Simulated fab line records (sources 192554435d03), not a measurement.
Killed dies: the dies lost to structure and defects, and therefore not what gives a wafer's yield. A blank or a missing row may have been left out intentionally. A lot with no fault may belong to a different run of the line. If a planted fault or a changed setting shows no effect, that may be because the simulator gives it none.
Matching of chambers	flow n5 finfet	N5_BEOL_M0_SAQP_STRIP_108 on rie diel-04 has 4 sister chambers
The step strips in N2/H2. 8 wafers are shown with their chamber, then 8 later ones without.

WAFERS, EACH WITH ITS CHAMBER
wafer	chamber	showerhead plenum p Torr (Torr)	drypump motor current A (A)
L076.3	0	3.21	5.4
L077.4	1	3.45	6.2
L077.5	1	3.45	6.2
L077.6	2	3.45	6.1
L078.2	3	3.11	5.6
L078.4	2	3.44	6.1
L078.5	3	3.11	5.6
L079.1	0	3.21	5.5

WAFERS WITH NO CHAMBER GIVEN
wafer	showerhead plenum p Torr (Torr)	drypump motor current A (A)
L079.2	3.45	6.2
L079.3	3.44	6.1
L081.2	3.20	5.4
L081.3	3.11	5.7
L081.5	3.20	5.4
L085.1	3.44	6.0
L085.2	3.20	5.4
L085.3	3.11	5.7

WHICH CHAMBER EACH WENT THROUGH
wafer	from the rows above	in truth
L079.2	1	1
L079.3	2	2
L081.2	0	0
L081.3	3	3
L081.5	0	0
L085.1	2	2
L085.2	0	0
L085.3	3	3
8 of 8 placed correctly. Number that these rows cannot place: 0. Wrongly placed: 0.
How it was worked out, from the rows above alone: a wafer's distance from a chamber is the root of the sum, over the readings, of the square of ((its reading less the chamber's mean) divided by the reading's scatter). The wafer belongs to the nearest chamber; if the next one is less than 2 further off, it can't be placed. For every chamber, the mean is computed from those of its wafers that are shown. The scatter is the square root of a quotient: the sum, over the shown wafers, of each reading's squared deviation from its chamber's mean, divided by wafers minus chambers.
